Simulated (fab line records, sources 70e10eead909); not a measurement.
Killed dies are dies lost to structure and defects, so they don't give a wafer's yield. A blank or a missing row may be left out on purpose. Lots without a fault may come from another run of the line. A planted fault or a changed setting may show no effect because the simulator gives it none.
Which tool did it? | flow nand_harc | 23 lots, 69 wafers sampled, at 1 step of a route of 1302

WHAT THE GAUGES READ, wafer by wafer
NHARC_A_ONON_D1_THK_MEAS_18: measures by ellipsometry. Usual: thk_nm 998 nm, standard deviation 9.7.
lot  | measured     | on            | thk_nm (nm)    | flag
L074 | day 8 03:23  | film_metro-02 | 1002 1002 1002 |
L075 | day 8 13:18  | film_metro-01 | 1007 1008 1008 |
L076 | day 8 21:52  | film_metro-02 | 993 993 993    |
L077 | day 9 15:07  | film_metro-01 | 981 980 983    |
L078 | day 9 15:08  | film_metro-02 | 995 998 996    |
L079 | day 10 02:53 | film_metro-01 | 1021 1022 1020 |
L080 | day 10 20:38 | film_metro-02 | 989 990 988    |
L081 | day 11 03:04 | film_metro-01 | 989 989 989    |
L082 | day 11 14:55 | film_metro-01 | 997 998 998    |
L083 | day 12 07:14 | film_metro-01 | 1017 1017 1016 |
L084 | day 12 07:32 | film_metro-02 | 999 996 996    |
L085 | day 12 20:48 | film_metro-02 | 1000 998 999   |
L086 | day 13 02:09 | film_metro-01 | 987 989 989    |
L088 | day 14 08:59 | film_metro-01 | 981 982 982    |
L089 | day 14 08:59 | film_metro-02 | 994 992 993    |
L090 | day 15 10:00 | film_metro-01 | 1000 1000 998  |
L091 | day 15 10:01 | film_metro-02 | 1002 1003 1002 |
L093 | day 15 23:40 | film_metro-01 | 989 989 990    |
L092 | day 15 23:40 | film_metro-02 | 993 993 994    |
L094 | day 16 15:31 | film_metro-01 | 1006 1006 1007 |
L095 | day 17 04:07 | film_metro-01 | 999 998 997    |
L097 | day 17 08:08 | film_metro-01 | 1010 1010 1009 |
L096 | day 17 08:08 | film_metro-02 | 1000 1001 1003 |

WHICH TOOL RAN EACH LOT (tool, then ch and the chambers of the sampled wafers, then the start)
The record holds no process step before these readings.

WHAT THE TOOLS THEMSELVES READ (means of the sampled wafers that have a number; where no wafer has one, the mark that the record gives instead)
The record holds no such reading with a usual standard deviation.

THE ANSWER, worked out from the rows above alone
Rule: a lot is off if the mean of its wafers that have a number lies more than 3 standard deviations from the usual mean. A lot without any number at a reading at which 4 lots or more have one is off too. The other lots that the step has rows for count as sound. The gauges are gone through in route order, then the tools' own readings, and for those a lot's mean is taken as printed above. The first step at which some lot is off is used, and at that step the reading that is off furthest; a lot without a number counts as furthest.
No lot is off at any reading shown: from this, nothing can be told.

WHAT THE SIMULATOR HAD PUT IN
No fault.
